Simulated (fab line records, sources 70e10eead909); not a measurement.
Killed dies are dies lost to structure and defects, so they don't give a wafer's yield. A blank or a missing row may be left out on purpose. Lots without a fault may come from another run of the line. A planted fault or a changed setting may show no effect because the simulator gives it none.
Chamber matching | flow nand_harc | NHARC_A_STAIRCASE_DEP_156 on pecvd-01: 3 sister chambers
The step deposits SiNx, target thk 50 nm. 3 wafers are shown with their chamber, then 9 later ones without.

WAFERS WITH THEIR CHAMBER
wafer  | chamber | heater_power_w (W)
L087.3 | 2       | 901
L089.4 | 0       | 735
L089.5 | 1       | 732

WAFERS WITHOUT THEIR CHAMBER
wafer  | heater_power_w (W)
L091.1 | 715
L091.3 | 769
L091.6 | 743
L094.3 | 601
L094.5 | 889
L094.6 | 619
L095.2 | 748
L095.3 | 697
L095.5 | 740

WHICH CHAMBER EACH WENT THROUGH
wafer  | from the rows above          | in truth
L091.1 | can't be placed: 1 or 0      | 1
L091.3 | can't be placed: 0 or 1 or 2 | 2
L091.6 | can't be placed: 0 or 1      | 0
L094.3 | can't be placed: 1 or 0      | 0
L094.5 | 2                            | 2
L094.6 | can't be placed: 1 or 0      | 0
L095.2 | can't be placed: 0 or 1      | 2
L095.3 | can't be placed: 1 or 0      | 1
L095.5 | can't be placed: 0 or 1      | 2
Placed correctly: 1 of 9. Can't be placed from these rows: 8 (the true chamber is among the candidates in 6). Placed wrongly: 0.
How it was worked out, from the rows above alone: a wafer's distance from a chamber is the root of the sum, over the readings, of the square of ((its reading less the chamber's mean) divided by the reading's scatter). The wafer belongs to the nearest chamber; if the next one is less than 2 further off, it can't be placed. A chamber's mean is the mean of its shown wafers. The scatter: with one shown wafer a chamber, the root of the mean of the squares of how far each hidden wafer lies from its nearest shown one.
